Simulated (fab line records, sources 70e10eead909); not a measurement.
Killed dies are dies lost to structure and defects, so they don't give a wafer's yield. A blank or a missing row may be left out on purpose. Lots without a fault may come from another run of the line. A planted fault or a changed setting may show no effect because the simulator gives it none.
fab line records | flow nand_harc
record lots=5 wafers=15 last_day=32
route steps=1302 shown A_STAIRCASE@837 END@1302
lots that met no fault: from a run of the same line without faults
start_h: hours from the record's first day to the start of the lot's first wafer shown | wait_h: hours since the lot's step before | " the same as in the row above | L1.1+2: a row that stands for several wafers | - no value, or no start given | * or withheld: withheld | < > ~ a bound
route shown NAME@n: a module of which the file shows steps, and the number in the route of the first | usual: mean/standard deviation of fault-free wafers | same: alike in all rows | chamber/n: place in a boat | sites: the reading at each site | _std_site: their standard deviation | _edge_site: outer sites' mean less inner sites' | radius_mm: how far each site lies from the wafer's centre | mask NAME#n: copy n | behind: the tool/chamber that last shaped the wafer | hold: why the lot was held/for how many hours/how that ended | device: the transistor (n, p or np) that didn't switch | end of line: the same wafers' tests at the end of the route | a step without rows: its recipe alone | killed: dies lost to structure and defects at the first sort, not the wafer's yield | map: a wafer's dies, x killed, . not, _ none there
set.NAME: the setting as run; set.NAME@STEP: as run at that earlier step | model.NAME: the simulator's own value behind a step, which no gauge read
lots at some steps of the route; a table a step, a row a wafer
services: from which hour (start_h, from the record's first day; less than 0 if before it) a tool's chamber was out of use, for how many hours, and why
## steps
# step NHARC_A_STAIRCASE_STRIP_317
# recipe time_s=900 temp_c=130 chemistry=SPM
# step NHARC_A_STAIRCASE_PRECLEAN_318
# recipe time_s=* temp_c=50 bath_age_min=0 chemistry=SC1
# step NHARC_A_STAIRCASE_SRD_329
# step NHARC_A_STAIRCASE_ALD_415
# recipe target_thk_a=300 pulse_time_s=6 ald_cycles=300 temp_c=300 material=SiO2
# step NHARC_A_STAIRCASE_ETCHBACK_416
# recipe target_depth_a=360 time_s=7.2 c4f8_flow_sccm=withheld o2_flow_sccm=8 ar_flow_sccm=withheld rf_w=600 bias_w=800 chemistry=C4F8/O2/Ar
# step NHARC_A_STAIRCASE_STRIP_476
# recipe time_s=20 o2_flow_sccm=500 ar_flow_sccm=0 bias_w=0 chemistry=O2
# usual drypump_motor_current_A=5.5/0.49 oes_product_au=1.001/0.0097 rf_vpp_V=57.7/0.92 showerhead_plenum_p_Torr=3.53/0.16 throttle_valve_pct=17.037/0.0088
# columns lot.wafer tool chamber start_h wait_h drypump_motor_current_A oes_product_au rf_hours_counter_h rf_vpp_V showerhead_plenum_p_Torr throttle_valve_pct
L141.3 rie_diel-01 2 400.61 0.1 5.9 1.007 11 57.9 3.71 17.042
L141.1 " 3 " " 5.6 1.007 10 57.8 3.64 17.048
L141.6 " 1 " " 5.8 1.009 - 57.4 3.29 17.038
L154.1 rie_diel-07 3 505.73 0.1 4.7 1.003 19 57.4 3.38 17.033
L154.2 " 1 " " 5.7 0.999 14 59.3 3.76 17.043
L154.5 " 1 " " 5.7 0.997 - 58.0 3.76 17.028
L155.1 rie_diel-08 2 514.93 0.1 6.2 0.999 57 57.7 3.33 17.021
L155.2 " 3 " " 5.8 1.021 61 57.7 3.38 17.038
L155.5 " 0 " " 5.0 1.008 - 58.6 3.57 17.037
L157.1 rie_diel-07 1 536.05 0.1 5.7 1.014 29 57.5 3.76 17.055
L157.2 " 3 " " 4.7 0.997 34 57.2 3.37 17.038
L157.4 " 2 " " 6.1 0.995 - 57.4 3.61 17.031
L162.4 rie_diel-01 3 594.92 0.1 5.5 1.017 17 58.7 3.61 17.038
L162.5 " 3 " " 5.5 1.009 - 56.6 3.61 17.032
L162.6 " 0 " " 4.9 1.023 - 58.5 3.43 17.043
# step NHARC_A_STAIRCASE_DEP_417
# recipe target_thk_a=600 step_coverage_pct=20 temp_c=400 target_thk_nm=60 flow_sccm=200 rf_w=450 material=Si3N4
# step NHARC_A_STAIRCASE_WET_418
# recipe temp_c=160 target_depth_a=200 chemistry=H3PO4
# step NHARC_A_STAIRCASE_PRECLEAN_419
# recipe time_s=* temp_c=50 bath_age_min=0 chemistry=SC1
# step NHARC_A_STAIRCASE_SRD_421
# step NHARC_A_STAIRCASE_ALD_420
# recipe target_thk_a=200 pulse_time_s=6 ald_cycles=200 temp_c=300 material=SiO2
# step NHARC_A_STAIRCASE_CVD_552
# recipe target_thk_a=400 temp_c=700 pressure_mtorr=300 material=SiNx
# usual zone_power_bottom_pct=16.7/1.2 zone_power_top_pct=20.8/2.4
# columns lot.wafer tool chamber start_h wait_h zone_power_bottom_pct zone_power_top_pct
L141.1 lpcvd-01 1 408.20 - 15.5 23.2
L141.3 " 1 " " 15.4 23.2
L141.6 " 1 " " 15.1 22.8
L154.1 lpcvd-01 0 512.00 - 18.1 18.1
L154.2 " 0 " " 18.1 18.1
L154.5 " 0 " " 17.8 17.7
L155.1 lpcvd-02 0 522.27 - 16.6 21.2
L155.2 " 0 " " 16.6 21.5
L155.5 " 0 " " 16.9 21.0
L157.1 lpcvd-02 0 547.23 - 16.3 21.2
L157.2 " 0 " " 16.5 21.0
L157.4 " 0 " " 16.9 21.2
L162.4 lpcvd-02 1 603.23 4.5 15.5 25.0
L162.5 " 1 " " 15.6 25.0
L162.6 " 1 " " 15.9 24.7
# step NHARC_A_STAIRCASE_DEP_151
# recipe target_thk_a=72000 temp_c=400 target_thk_nm=7200 teos_flow_sccm=200 rf_w=500 material=SiO2
# usual heater_power_w=640/84 mfc_precursor_sccm=200.0/0.66
# columns lot.wafer tool chamber start_h wait_h heater_power_w mfc_precursor_sccm
L141.1 pecvd-04 2 411.78 0.4 640 198.7
L141.3 " 1 " " 471 200.7
L141.6 " 1 " " 449 200.5
L154.2 pecvd-04 1 515.64 0.5 520 199.9
L154.1 " 2 " " 604 200.8
L154.5 " 2 " " 544 201.3
L155.2 pecvd-02 1 525.91 0.4 696 199.1
L155.1 " 2 " " 734 199.1
L155.5 " 1 " " 554 200.3
L157.2 pecvd-04 0 550.92 0.5 812 199.7
L157.1 " 1 " " 573 199.4
L157.4 " 0 " " 651 199.9
L162.4 pecvd-04 0 607.20 0.8 647 200.8
L162.5 " 1 " " 470 201.5
L162.6 " 2 " " 564 199.7
# step NHARC_A_STAIRCASE_ANNEAL_320
# recipe temp_c=750 time_s=1800
# step NHARC_A_STAIRCASE_DEP_322
# recipe target_thk_a=72000 temp_c=400 target_thk_nm=7200 teos_flow_sccm=200 rf_w=500 material=SiO2
# usual heater_power_w=639/82 mfc_precursor_sccm=200.0/0.65
# columns lot.wafer tool chamber start_h wait_h heater_power_w mfc_precursor_sccm
L141.1 pecvd-02 2 419.01 0.2 723 201.0
L141.3 " 0 " " 814 200.8
L141.6 " 1 " " 568 200.1
L154.2 pecvd-02 1 522.73 0.1 637 199.3
L154.1 " 2 " " 736 200.6
L154.5 " 1 " " 570 198.8
L155.1 pecvd-01 0 533.30 0.1 701 200.9
L155.2 " 2 " " 723 199.8
L155.5 " 0 " " 630 201.1
L157.1 pecvd-02 0 561.37 0.1 746 200.2
L157.2 " 1 " " 657 200.4
L157.4 " 2 " " 608 200.2
L162.5 pecvd-01 1 615.82 0.4 587 199.9
L162.4 " 2 " " 575 199.5
L162.6 " 0 " " 647 200.7
# step NHARC_A_STAIRCASE_ANNEAL_323
# recipe temp_c=750 time_s=1800
# step NHARC_A_STAIRCASE_DEP_325
# recipe target_thk_a=72000 temp_c=400 target_thk_nm=7200 teos_flow_sccm=200 rf_w=500 material=SiO2
# step NHARC_A_STAIRCASE_ANNEAL_326
# recipe temp_c=750 time_s=1800
# step NHARC_A_STAIRCASE_DEHYDRATE_433
# recipe temp_c=150 time_s=120
# step NHARC_A_STAIRCASE_HMDS_434
# recipe time_s=30
# step NHARC_A_STAIRCASE_COAT_435
# recipe spin_rpm=1200
# step NHARC_A_STAIRCASE_SOFTBAKE_436
# recipe temp_c=135 time_s=170
# step NHARC_A_STAIRCASE_EBR_437
# step NHARC_A_STAIRCASE_EXPOSE_438
# recipe na=0.5 dose_mj=28.97 mask_id=STAIR_REV
# step NHARC_A_STAIRCASE_PEB_439
# recipe peb_temp_c=115 peb_time_s=130
# step NHARC_A_STAIRCASE_DEVELOP_440
# recipe time_s=140
# step NHARC_A_STAIRCASE_HARDBAKE_442
# recipe temp_c=120 time_s=140
# step NHARC_A_STAIRCASE_DESCUM_443
# recipe time_s=3 o2_flow_sccm=200 ar_flow_sccm=0 bias_power_w=0 chemistry=O2
# step NHARC_A_STAIRCASE_ETCH_444
# recipe target_depth_a=2.04e+05 time_s=6800 c4f8_flow_sccm=20 o2_flow_sccm=10 ar_flow_sccm=withheld rf_w=600 bias_w=1000 chemistry=C4F8/O2
# step NHARC_A_STAIRCASE_STRIP_446
# recipe power_w=1500 temp_c=250 chemistry=O2
# usual drypump_motor_current_A=5.7/0.42 heater_power_w=331/30 rf_refl_power_W=25/9.9
# columns lot.wafer tool chamber start_h wait_h drypump_motor_current_A heater_power_w rf_hours_counter_h rf_refl_power_W
L141.1 plasma_asher-01 1 439.02 0.1 5.2 324 19 35
L141.3 " 0 " " 5.6 367 - 16
L141.6 " 0 " " 5.6 365 - 16
L154.2 plasma_asher-01 1 545.20 0.8 5.2 321 10 -
L154.1 " 0 " " 5.6 367 10 -
L154.5 " 1 " " 5.2 312 - -
L155.1 plasma_asher-02 1 553.96 0.0 6.2 349 24 14
L155.2 " 0 " " 6.2 283 24 32
L155.5 " 1 " " 6.1 345 - 13
L157.2 plasma_asher-01 1 583.85 0.3 5.2 313 24 36
L157.1 " 0 " " 5.6 367 24 16
L157.4 " 1 " " 5.2 319 - 37
L162.4 plasma_asher-02 1 636.75 0.2 6.2 352 - 14
L162.5 " 0 " " 6.2 291 - 32
L162.6 " 1 " " 6.2 345 - 14
# step NHARC_A_STAIRCASE_STRIP_447
# recipe time_s=900 temp_c=130 chemistry=SPM
# step NHARC_A_STAIRCASE_PRECLEAN_448
# recipe time_s=* temp_c=50 bath_age_min=0 chemistry=SC1
# step NHARC_A_STAIRCASE_SRD_449
# step NHARC_A_STAIRCASE_CMP_450
# recipe target_thk_nm=200 material=SiO2
# usual motor_current_A=11.7/1.4
# columns lot.wafer tool chamber start_h wait_h motor_current_A
L141.3 cmp-04 0 439.78 - 11.6
L141.1 " 3 " " 15.0
L141.6 " 0 " " 11.7
L154.2 cmp-02 1 546.00 - 9.9
L154.1 " 0 " " 12.3
L154.5 " 2 " " 12.3
L155.1 cmp-04 0 554.76 - 11.5
L155.2 " 1 " " 12.5
L155.5 " 0 " " 11.7
L157.1 cmp-01 2 584.65 - 10.4
L157.4 " 3 " " 13.3
L157.2 " 0 " " 11.6
L162.4 cmp-02 1 637.41 - 9.9
L162.6 " 1 " " 10.2
L162.5 " 2 " " 11.5
# step NHARC_A_STAIRCASE_CMP_152
# step NHARC_END_SORT_01
# recipe temp_c=25
# usual killed_at_array=62/18 killed_at_other=0.9/1.2 killed_at_periphery=4.2/2.9 killed_dies=67/17 killed_open=3.6/1.9 killed_short=2.5/1.6
# same gross_dies=677
# columns lot.wafer tool chamber start_h wait_h killed_at_array killed_at_other killed_at_periphery killed_dies killed_open killed_short
L154.1 prober-02 0 674.68 2.5 670 0 7 677 6 3
L154.2 prober-02 0 675.49 2.8 669 0 8 677 3 2
L154.5 prober-02 0 677.92 3.7 673 1 3 677 7 3
# killed by level:class
L154.1 A_STAIRCASE:area_cvd=600 A_CHANNEL_HOLE_D1:chamber_film_flake=24 A_SLIT:chamber_film_flake=20 A_CHANNEL_HOLE_D2:chamber_film_flake=10 A_CHANNEL_FILL_D2:chamber_film_flake=3 A_CONTACT:chamber_film_flake=3 P_GATE:chamber_film_flake=2 A_STAIRCASE:chamber_film_flake=2
L154.2 A_STAIRCASE:area_cvd=582 A_SLIT:chamber_film_flake=37 A_CHANNEL_HOLE_D1:chamber_film_flake=25 A_CHANNEL_HOLE_D2:chamber_film_flake=11 P_GATE:chamber_film_flake=4 A_STAIRCASE:chamber_film_flake=4 A_CONTACT:chamber_film_flake=3 A_CHANNEL_FILL_D2:chamber_film_flake=2
L154.5 A_STAIRCASE:area_cvd=583 A_CHANNEL_HOLE_D1:chamber_film_flake=30 A_SLIT:chamber_film_flake=27 A_CHANNEL_HOLE_D2:chamber_film_flake=19 A_STAIRCASE:chamber_film_flake=5 P_CONTACT:geometric_particle:open=1 P_M0:geometric_particle:open=1 P_M1:geometric_particle:open=1
# map L154.1 (x killed, . not)
____________x____________
_________xxxxxxx_________
_______xxxxxxxxxxx_______
______xxxxxxxxxxxxx______
_____xxxxxxxxxxxxxxx_____
____xxxxxxxxxxxxxxxxx____
____xxxxxxxxxxxxxxxxx____
___xxxxxxxxxxxxxxxxxxx___
___xxxxxxxxxxxxxxxxxxx___
__xxxxxxxxxxxxxxxxxxxxx__
__xxxxxxxxxxxxxxxxxxxxx__
_xxxxxxxxxxxxxxxxxxxxxxx_
_xxxxxxxxxxxxxxxxxxxxxxx_
_xxxxxxxxxxxxxxxxxxxxxxx_
_xxxxxxxxxxxxxxxxxxxxxxx_
_xxxxxxxxxxxxxxxxxxxxxxx_
xxxxxxxxxxxxxxxxxxxxxxxxx
xxxxxxxxxxxxxxxxxxxxxxxxx
xxxxxxxxxxxxxxxxxxxxxxxxx
xxxxxxxxxxxxxxxxxxxxxxxxx
xxxxxxxxxxxxxxxxxxxxxxxxx
_xxxxxxxxxxxxxxxxxxxxxxx_
_xxxxxxxxxxxxxxxxxxxxxxx_
_xxxxxxxxxxxxxxxxxxxxxxx_
_xxxxxxxxxxxxxxxxxxxxxxx_
_xxxxxxxxxxxxxxxxxxxxxxx_
__xxxxxxxxxxxxxxxxxxxxx__
__xxxxxxxxxxxxxxxxxxxxx__
___xxxxxxxxxxxxxxxxxxx___
___xxxxxxxxxxxxxxxxxxx___
____xxxxxxxxxxxxxxxxx____
____xxxxxxxxxxxxxxxxx____
_____xxxxxxxxxxxxxxx_____
______xxxxxxxxxxxxx______
_______xxxxxxxxxxx_______
_________xxxxxxx_________
____________x____________
# map L141.1 (x killed, . not)
____________.____________
_________......._________
_______..........._______
______.............______
_____..............._____
____.................____
____.................____
___...................___
___................x..___
__.....................__
__.............x.......__
_...........x..........._
_......................._
_......................._
_......................._
_.................x....._
.x.........x.......xxx...
.x..x..........x.........
xxx...............x.xxxx.
xxx...x............xxxxx.
xxxxx.....x........x.xx..
_xxx..............xxxxx._
_xxx..x............xx..x_
_xxx.........x....xx.xx._
_xx.x.....x.......x.xx.._
_......x............x..._
__x...................x__
__.....................__
___........x..........___
___....x..............___
____.................____
____....x.....x..xx..____
_____..............._____
______.............______
_______..........._______
_________......._________
____________.____________
## services
# columns tool chamber start_h hours kind
cmp-04 - 382.75 4.0 pm
pecvd-02 - 384.66 13.0 pm
rie_diel-07 2 388.69 8.6 repair
pecvd-04 0 396.92 43.7 repair
cmp-04 - 397.39 1.9 repair
plasma_asher-02 - 402.16 9.0 pm
pecvd-04 - 404.23 1.7 repair
cmp-02 - 404.58 4.0 pm
pecvd-04 - 426.49 13.0 pm
rie_diel-07 2 441.62 3.3 repair
rie_diel-01 0 445.29 6.0 repair
rie_diel-07 - 447.46 9.0 pm
plasma_asher-02 - 451.15 3.6 repair
cmp-04 - 459.02 1.0 repair
pecvd-01 - 468.26 13.0 pm
cmp-02 - 478.25 0.3 repair
cmp-04 - 480.75 4.0 pm
cmp-02 - 482.53 2.2 repair
cmp-02 - 488.43 1.5 repair
plasma_asher-01 - 502.40 9.0 pm
cmp-02 - 502.58 4.0 pm
pecvd-02 - 532.35 2.1 repair
pecvd-02 - 565.66 13.0 pm
pecvd-04 - 607.49 13.0 pm
## key
first_sign step=NHARC_END_SORT_01 reading=killed_dies direction=up sigmas=35 usual=67 struck=677
effect step=NHARC_END_SORT_01 reading=killed_at_array direction=up sigmas=34 usual=62 struck=671
more_kills_born_at NHARC_A_STAIRCASE_CVD_552@lpcvd-01=1765
met_at NHARC_A_STAIRCASE_CVD_552
struck_wafers L154.1,L154.2,L154.5
later_rows_left_out L154.1,L154.2,L154.5
tester_left_out L154
fault kind=process_parameter_drift tool=lpcvd-01 chamber=0 onset_h=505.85 steps=NHARC_A_STAIRCASE_CVD_552 channel=target_thk_a offset=* shape=step end_h=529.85 acts_in=* stated=*
# tester_left_out: of these lots the tester's yield and bins aren't shown, on N5 and GAA mostly nor the transistor test; their killed dies are dies lost to structure and defects alone, not to doping, threshold or leakage, so they don't give the yield
# later_rows_left_out: the simulator's readings of these wafers behind a module that went badly wrong aren't trusted and aren't shown, but for the sort
